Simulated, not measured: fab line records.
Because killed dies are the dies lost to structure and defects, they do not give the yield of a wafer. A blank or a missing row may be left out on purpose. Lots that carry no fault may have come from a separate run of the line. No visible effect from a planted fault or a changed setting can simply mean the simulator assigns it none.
Struck lot and sound lot, side by side -- flow n5Finfet -- 17 steps out of a route of 1938
Sound: wafers L778.2, L778.5, L778.6. Struck: wafer L792.2; the same lot's L792.6 was not struck, so it is left out; see the end for the cause.
Order at every step that has rows: each side's tool, ch and its chambers, its first start. Under that, the readings that differ: sound wafers -- struck wafers -- difference of the means -- sigmas: that difference in standard deviations of wafers without a fault.
alike: readings with means less than 2 such deviations apart, plus words and numbers identical on both sides. not compared: withheld readings, readings lacking a value on some wafer, bounds such as >300 that could conceal the same value, and numbers that have no deviation in the record and whose values overlap.
A row with sigmas, a row that says differs or no value, or rows on one side alone: a step with any of these is where the two part. Numbers that have no deviation but don't overlap get no sigmas and don't part them. A reading missing from all wafers of one side parts the sides only when that side holds two or more wafers.

first, 4 steps without rows for these wafers: N5_BEOL_M6_HM_STRIP_39 (strips TiN in peroxide tin strip, target depth 25 nm, time 158 s); N5_BEOL_M6_SRD_40 (time 30 s); N5_BEOL_M6_PRECLEAN_42 (cleans in residue remover, time 60 s); N5_BEOL_M6_SRD_43 (time 30 s).
N5_BEOL_M6_CD_MEAS_35: target cd 40 nm, target cd y 28 nm.
  sound on cdSem-03 at day 11 19:30; struck on cdSem-01 at day 15 00:38
  alike: cdNm
N5_BEOL_M6_CURE_75: cures SiCOH lowk, time 120 s.
  sound on uvCure-01 ch 0, day 11 19:46; struck on uvCure-03 ch 1, day 15 00:48
  alike: lampPowerPct, wafer_temp_C_max
then, 1 step without rows for these wafers: N5_BEOL_M6_DEGAS_44 (time 60 s).
N5_BEOL_M6_PRE_CLEAN_45: time 30 s.
  sound on pvdSputter-01 at day 11 20:58; struck on pvdSputter-02 at day 15 02:43
  alike: heaterPowerW
then, 1 step without rows for these wafers: N5_BEOL_M6_ALD_77 (deposits TaN, target thk 2 nm, pulse time 2 s, purge time 3 s).
N5_BEOL_M6_SURFACE_TREAT_79:
  sound on pvdSputter-01 at day 11 21:20; struck on pvdSputter-01 at day 15 03:17
  not compared: throttleValvePct
then, 1 step without rows for these wafers: N5_BEOL_M6_CVD_78 (deposits Co from CCTBA/H2, target thk 2 nm, time 142.3 s).
N5_BEOL_M6_SPUTTER_48: material Cu, target thk 10 nm, time 1.667 s.
  sound on pvdSputter-01 at day 11 21:49; struck on pvdSputter-01 at day 15 03:29
  alike: chuckGasFlowSccm, throttleValvePct
N5_BEOL_M6_ECD_50: material Cu, target thk 300 nm.
  sound on ecdCu-01 ch 0,1, day 11 21:56; struck on ecdCu-01 ch 0, day 15 03:36
reading,sound,struck,difference,sigmas
model.Cu_of_BEOL_M6_ECD_50.thkNm (nm),296 298.8 298.6,407.2,+109.4,
N5_BEOL_M6_ANNEAL_51: time 90 s.
  sound on rtpAnneal-02 ch 0, day 11 22:05; struck on rtpAnneal-01 ch 0, day 15 04:06
  alike: wafer_temp_C_max
N5_BEOL_M6_CMP_52: polishes, stops on SiCOH lowk, t overpolish 6.9 s, target thk 80 nm.
  sound on cmp-04 ch 0,1,3, day 11 22:26; struck on cmp-04 ch 0, day 15 04:25
reading,sound,struck,difference,sigmas
timeToEndpointS (s),68 62 69,81,+15,+4
  alike: edgeZonePressureFrac, motorCurrentA, retainingRingPressureFrac
N5_BEOL_M6_THK_MEAS_53: measures by xrf.
  sound on filmMetro-02 at day 11 22:37; struck on filmMetro-02 at day 15 04:40
  alike: M6_THK
-- the record jumps here: 4 days lie between the struck wafers' starts before and after (it left off in module BEOL_M6 and takes up again in module PASSIVATION, whose first step shown is number 1936 of the route) --
N5_PASSIVATION_PROBE_49:
  sound on prober-01 at day 15 13:11; struck on prober-01 at day 19 06:14
reading,sound,struck,difference,sigmas
killedShort,56 26 33,14,-24,-3
  alike: defectLimitedYield, killed_at_M0_to_M3, killed_at_M4_up, killedAtContacts, killedAtFrontEnd, killedAtOther, killedDies, killedOpen, sort_bin_5_function, sort_bin_6_memory, sort_bin_8_speed, sortNPass, sortYieldPct

WHERE THEY PART
At N5_BEOL_M6_CMP_52 first; at N5_PASSIVATION_PROBE_49 last (within this record only).

WHY: whatever the simulator had introduced
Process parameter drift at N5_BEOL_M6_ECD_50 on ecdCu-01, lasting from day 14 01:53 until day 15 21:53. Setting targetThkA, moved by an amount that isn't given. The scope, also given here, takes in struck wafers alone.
